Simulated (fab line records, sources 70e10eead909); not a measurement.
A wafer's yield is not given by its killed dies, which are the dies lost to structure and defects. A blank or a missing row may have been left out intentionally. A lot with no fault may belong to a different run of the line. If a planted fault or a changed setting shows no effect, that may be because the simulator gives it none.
Shared-tool check || flow nand-harc || Lots sampled 4, wafers sampled 12

## WHY IT WAS OPENED
Flagged at NHARC_END_SORT_01: reading killed-at-other, on 3 of 4 lots. Wafers without a fault read 0.8, standard deviation 1.2.
Rule: flag the lot when none of its wafers has a number, or when each of its wafers that has one lies beyond 4 standard deviations from that mean. The rest of the lots are taken to be sound.

{"lot": "L442", "measured": "day 27 00:16", "on": "prober-01", "killed-at-other, wafer by wafer": "0 0 0", "flag": ""}
{"lot": "L454", "measured": "day 30 20:38", "on": "prober-01", "killed-at-other, wafer by wafer": "623 615 611", "flag": "FLAGGED"}
{"lot": "L453", "measured": "day 30 20:44", "on": "prober-02", "killed-at-other, wafer by wafer": "603 590 593", "flag": "FLAGGED"}
{"lot": "L452", "measured": "day 31 05:14", "on": "prober-01", "killed-at-other, wafer by wafer": "643 649 652", "flag": "FLAGGED"}
Averaged over the flagged lots the numbers come to 619.9, +619.1 from the usual (+99 or more standard deviations).

## LOT BY LOT: THE TOOL USED
The record holds 4 process steps before the reading, out of a route of 1302 steps. Read each cell as the tool, then ch plus the chambers that the sampled wafers visited, then the start.
{"lot": "L442", "flag": "", "NHARC_THIN_TSV_STRIP_45": "plasma-asher-01 ch 0,1, day 26 09:44", "NHARC_THIN_TSV_ECD_20": "ecd-cu-01 ch 1, day 26 11:53", "NHARC_THIN_TSV_ANNEAL_52": "rtp-anneal-02 ch 0, day 26 12:40", "NHARC_THIN_TSV_DEGAS_53": "pvd-sputter-01, day 26 13:25"}
{"lot": "L454", "flag": "FLAGGED", "NHARC_THIN_TSV_STRIP_45": "plasma-asher-02 ch 0,1, day 30 08:56", "NHARC_THIN_TSV_ECD_20": "ecd-cu-01 ch 0,1, day 30 11:08", "NHARC_THIN_TSV_ANNEAL_52": "rtp-anneal-01 ch 0, day 30 11:52", "NHARC_THIN_TSV_DEGAS_53": "pvd-sputter-02, day 30 12:41"}
{"lot": "L453", "flag": "FLAGGED", "NHARC_THIN_TSV_STRIP_45": "plasma-asher-02 ch 0,1, day 30 06:42", "NHARC_THIN_TSV_ECD_20": "ecd-cu-01 ch 0,1, day 30 08:59", "NHARC_THIN_TSV_ANNEAL_52": "rtp-anneal-02 ch 0, day 30 09:42", "NHARC_THIN_TSV_DEGAS_53": "pvd-sputter-02, day 30 10:32"}
{"lot": "L452", "flag": "FLAGGED", "NHARC_THIN_TSV_STRIP_45": "plasma-asher-02 ch 0,1, day 30 07:35", "NHARC_THIN_TSV_ECD_20": "ecd-cu-02 ch 0,1, day 30 09:54", "NHARC_THIN_TSV_ANNEAL_52": "rtp-anneal-02 ch 0, day 30 10:35", "NHARC_THIN_TSV_DEGAS_53": "pvd-sputter-02, day 30 11:20"}
These steps, and what they do:
- NHARC_THIN_TSV_STRIP_45: strips in O2.
- NHARC_THIN_TSV_ECD_20: material Cu, target thk 2000 nm.
- NHARC_THIN_TSV_ANNEAL_52: time 90 s.
- NHARC_THIN_TSV_DEGAS_53: time 60 s.
- NHARC_END_SORT_01

## FLAGGED OVER TOTAL, TOOL BY TOOL (the gauges that took the reading come last)
{"step": "NHARC_THIN_TSV_STRIP_45", "tool": "plasma-asher-01", "lots run": 1, "flagged": 0, "share of the flagged lots": "none", "sound lots run after its first flagged lot": "-"}
{"step": "NHARC_THIN_TSV_STRIP_45", "tool": "plasma-asher-02", "lots run": 3, "flagged": 3, "share of the flagged lots": "all", "sound lots run after its first flagged lot": 0}
{"step": "NHARC_THIN_TSV_ECD_20", "tool": "ecd-cu-01", "lots run": 3, "flagged": 2, "share of the flagged lots": "some", "sound lots run after its first flagged lot": 0}
{"step": "NHARC_THIN_TSV_ECD_20", "tool": "ecd-cu-02", "lots run": 1, "flagged": 1, "share of the flagged lots": "some", "sound lots run after its first flagged lot": 0}
{"step": "NHARC_THIN_TSV_ANNEAL_52", "tool": "rtp-anneal-01", "lots run": 1, "flagged": 1, "share of the flagged lots": "some", "sound lots run after its first flagged lot": 0}
{"step": "NHARC_THIN_TSV_ANNEAL_52", "tool": "rtp-anneal-02", "lots run": 3, "flagged": 2, "share of the flagged lots": "some", "sound lots run after its first flagged lot": 0}
{"step": "NHARC_THIN_TSV_DEGAS_53", "tool": "pvd-sputter-01", "lots run": 1, "flagged": 0, "share of the flagged lots": "none", "sound lots run after its first flagged lot": "-"}
{"step": "NHARC_THIN_TSV_DEGAS_53", "tool": "pvd-sputter-02", "lots run": 3, "flagged": 3, "share of the flagged lots": "all", "sound lots run after its first flagged lot": 0}
{"step": "NHARC_END_SORT_01", "tool": "prober-01", "lots run": 3, "flagged": 2, "share of the flagged lots": "some", "sound lots run after its first flagged lot": 0}
{"step": "NHARC_END_SORT_01", "tool": "prober-02", "lots run": 1, "flagged": 1, "share of the flagged lots": "some", "sound lots run after its first flagged lot": 0}

## WHAT THE TABLE PERMITS
Every flagged lot went through 2 rows of the table: plasma-asher-02 at NHARC_THIN_TSV_STRIP_45 and pvd-sputter-02 at NHARC_THIN_TSV_DEGAS_53.
- plasma-asher-02 at NHARC_THIN_TSV_STRIP_45: 3 of its 3 lots flagged. Because this sample shows no sound lot run on it before its first flagged lot, the start cannot be pinned down more closely.
- pvd-sputter-02 at NHARC_THIN_TSV_DEGAS_53: 3 of its 3 lots flagged. Because this sample shows no sound lot run on it before its first flagged lot, the start cannot be pinned down more closely.
Because each of these 2 tools fits a fault that began at some hour, counting lots does not separate them. More lots, or a look at what each step does to the wafer, might.

## WHAT WAS PUT IN BY THE SIMULATOR
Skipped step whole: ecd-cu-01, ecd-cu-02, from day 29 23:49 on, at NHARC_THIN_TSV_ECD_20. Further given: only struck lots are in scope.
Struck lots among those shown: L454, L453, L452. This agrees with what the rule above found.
